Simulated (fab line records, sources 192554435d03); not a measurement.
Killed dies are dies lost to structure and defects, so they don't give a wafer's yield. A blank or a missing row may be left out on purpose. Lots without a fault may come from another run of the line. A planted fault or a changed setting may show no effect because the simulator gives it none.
Chamber matching | flow n5_finfet | N5_BEOL_M9_ALD_74 on ald_metal-01: 4 sister chambers
The step deposits TaN, target thk 2 nm, pulse time 2 s, purge time 3 s. 4 wafers are shown with their chamber, then 10 later ones without.

WAFERS WITH THEIR CHAMBER
wafer  | chamber | heater_power_w (W)
L081.1 | 1       | 532
L082.4 | 2       | 483
L084.1 | 0       | 407
L084.4 | 3       | 481

WAFERS WITHOUT THEIR CHAMBER
wafer  | heater_power_w (W)
L084.5 | 408
L087.3 | 414
L087.4 | 528
L087.6 | 405
L092.1 | 534
L092.2 | 486
L092.3 | 486
L097.1 | 453
L097.4 | 448
L097.6 | 462

WHICH CHAMBER EACH WENT THROUGH
wafer  | from the rows above          | in truth
L084.5 | 0                            | 0
L087.3 | 0                            | 0
L087.4 | 1                            | 1
L087.6 | 0                            | 0
L092.1 | 1                            | 1
L092.2 | can't be placed: 2 or 3      | 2
L092.3 | can't be placed: 2 or 3      | 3
L097.1 | can't be placed: 3 or 2 or 0 | 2
L097.4 | can't be placed: 3 or 2 or 0 | 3
L097.6 | can't be placed: 3 or 2      | 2
Placed correctly: 5 of 10. Can't be placed from these rows: 5 (the true chamber is among the candidates in 5). Placed wrongly: 0.
How it was worked out, from the rows above alone: a wafer's distance from a chamber is the root of the sum, over the readings, of the square of ((its reading less the chamber's mean) divided by the reading's scatter). The wafer belongs to the nearest chamber; if the next one is less than 2 further off, it can't be placed. A chamber's mean is the mean of its shown wafers. The scatter: with one shown wafer a chamber, the root of the mean of the squares of how far each hidden wafer lies from its nearest shown one.
